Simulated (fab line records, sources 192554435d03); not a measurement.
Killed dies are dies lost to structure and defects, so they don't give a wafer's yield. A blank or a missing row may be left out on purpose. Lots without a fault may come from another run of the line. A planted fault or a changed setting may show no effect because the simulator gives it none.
Split-lot experiment | flow n5_finfet | 7 lots, 39 wafers read, on a route of 1938 steps

THE SPLIT
At N5_DUMMY_GATE_ETCH_31 (etches SiO2 in C4F6/O2, target depth 82.5 nm, time 27.5 s), the setting target_depth_a was moved away from the recipe's 825 angstrom on 15 of the 39 wafers read, by -9.4% to +11.5%. The other wafers ran this setting at the recipe's value.

The reading is taken at the split's own step.

THE READING
SOC_of_DUMMY_GATE_COAT_34.thk_nm (the simulator's own value, which no gauge read), in nm, at N5_DUMMY_GATE_ETCH_31 (etches SiO2 in C4F6/O2, target depth 82.5 nm, time 27.5 s). The file gives no usual value for it. The 24 wafers here that ran the recipe average 51.7 nm, standard deviation 0.14 nm.

wafer  | tool, chamber at the split | target_depth_a as run, angstrom | against the recipe | SOC_of_DUMMY_GATE_COAT_34.thk_nm, nm | against lot-mates on the recipe
L075.2 | rie_diel-01, 0             | 825                             | recipe             | 51.8                                 | -
L075.4 | rie_diel-01, 3             | 825                             | recipe             | 51.8                                 | -
L075.5 | rie_diel-01, 0             | 825                             | recipe             | 51.6                                 | -
L077.1 | rie_diel-01, 2             | 825                             | recipe             | 51.6                                 | -
L077.2 | rie_diel-01, 0             | 857.5                           | +3.9%              | 51                                   | -0.7
L077.3 | rie_diel-01, 1             | 825                             | recipe             | 51.8                                 | -
L077.4 | rie_diel-01, 3             | 857.5                           | +3.9%              | 51.2                                 | -0.5
L077.5 | rie_diel-01, 2             | 857.5                           | +3.9%              | 51.6                                 | -0.1
L077.6 | rie_diel-01, 1             | 825                             | recipe             | 51.8                                 | -
L080.1 | rie_diel-03, 3             | 825                             | recipe             | 51.8                                 | -
L080.2 | rie_diel-03, 1             | 825                             | recipe             | 51.6                                 | -
L080.3 | rie_diel-03, 2             | 920.1                           | +11.5%             | 50.6                                 | -1.1
L080.4 | rie_diel-03, 0             | 920.1                           | +11.5%             | 50.8                                 | -0.9
L080.5 | rie_diel-03, 3             | 825                             | recipe             | 51.8                                 | -
L080.6 | rie_diel-03, 2             | 920.1                           | +11.5%             | 50.4                                 | -1.3
L083.1 | rie_diel-01, 0             | 825                             | recipe             | 51.8                                 | -
L083.2 | rie_diel-01, 2             | 825                             | recipe             | 51.8                                 | -
L083.3 | rie_diel-01, 1             | 825                             | recipe             | 52                                   | -
L083.4 | rie_diel-01, 3             | 825                             | recipe             | 51.8                                 | -
L083.5 | rie_diel-01, 2             | 825                             | recipe             | 51.8                                 | -
L083.6 | rie_diel-01, 1             | 825                             | recipe             | 51.8                                 | -
L087.1 | rie_diel-03, 1             | 825                             | recipe             | 51.6                                 | -
L087.2 | rie_diel-03, 3             | 825                             | recipe             | 51.8                                 | -
L087.3 | rie_diel-03, 2             | 868.5                           | +5.3%              | 51.2                                 | -0.5
L087.4 | rie_diel-03, 0             | 825                             | recipe             | 51.6                                 | -
L087.5 | rie_diel-03, 0             | 868.5                           | +5.3%              | 51.2                                 | -0.5
L087.6 | rie_diel-03, 3             | 868.5                           | +5.3%              | 51.4                                 | -0.3
L088.1 | rie_diel-02, 2             | 825                             | recipe             | 51.6                                 | -
L088.2 | rie_diel-02, 1             | 779.9                           | -5.5%              | 52.2                                 | +0.6
L088.3 | rie_diel-02, 3             | 825                             | recipe             | 51.4                                 | -
L088.4 | rie_diel-02, 0             | 779.9                           | -5.5%              | 52.2                                 | +0.6
L088.5 | rie_diel-02, 3             | 779.9                           | -5.5%              | 52                                   | +0.4
L088.6 | rie_diel-02, 0             | 825                             | recipe             | 51.8                                 | -
L094.1 | rie_diel-01, 2             | 825                             | recipe             | 52                                   | -
L094.2 | rie_diel-01, 1             | 747.4                           | -9.4%              | 52.6                                 | +0.8
L094.3 | rie_diel-01, 3             | 825                             | recipe             | 51.8                                 | -
L094.4 | rie_diel-01, 0             | 747.4                           | -9.4%              | 52.4                                 | +0.6
L094.5 | rie_diel-01, 0             | 825                             | recipe             | 51.6                                 | -
L094.6 | rie_diel-01, 3             | 747.4                           | -9.4%              | 52.6                                 | +0.8

THE FIT
A straight line over all 39 wafers: SOC_of_DUMMY_GATE_COAT_34.thk_nm changes by -0.0915 nm for each +1% of target_depth_a; r = -0.95; the points scatter about the line by 0.15 nm.
The same after taking each lot's own level away (the mean of its wafers on the recipe; 39 wafers): -0.0908 nm for each +1%; r = -0.95; scatter 0.14 nm.
On that fit, the largest move of target_depth_a shifts the reading by 1 nm.
The lots' own levels span 51.60 to 51.83 nm, that is 1.7 times the standard deviation above.
So the lot-to-lot level changes the slope little: the two slopes agree.
Check: with one of the wafers moved furthest among these (+11.5%) left out of the fit, the line predicts -1.05 nm for it against its lot-mates. It came out at -1.13 nm against them.

OTHER SPLITS ON THESE WAFERS
These wafers also went through other splits before the reading. Each is held against what the fit with the lots' levels taken away leaves over:
other split on the same wafers  | wafers away from the commonest value | r with SOC_of_DUMMY_GATE_COAT_34.thk_nm (lot level and that fit taken away)
N5_DUMMY_GATE_HM_DEP_06 time_s  | 24                                   | -0.02
N5_DUMMY_GATE_EXPOSE_12 dose_mj | 15                                   | +0.20

THE WHOLE CHAIN: every reading that the file lists as answering this split, in the file's order
step                  | what it does                                              | reading                                                                           | change (the file's fit)                | r (the file's)
N5_DUMMY_GATE_ETCH_31 | etches SiO2 in C4F6/O2, target depth 82.5 nm, time 27.5 s | etch.depth_nm (the simulator's own value, which no gauge read)                    | +0.939 nm for each +1% of the setting  | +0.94
N5_DUMMY_GATE_ETCH_31 | etches SiO2 in C4F6/O2, target depth 82.5 nm, time 27.5 s | SOC_of_DUMMY_GATE_COAT_34.thk_nm (the simulator's own value, which no gauge read) | -0.0911 nm for each +1% of the setting | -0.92

THE FILE'S OWN FIT
SOC_of_DUMMY_GATE_COAT_34.thk_nm changes by -0.0911 nm for each +1% of target_depth_a, r = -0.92.
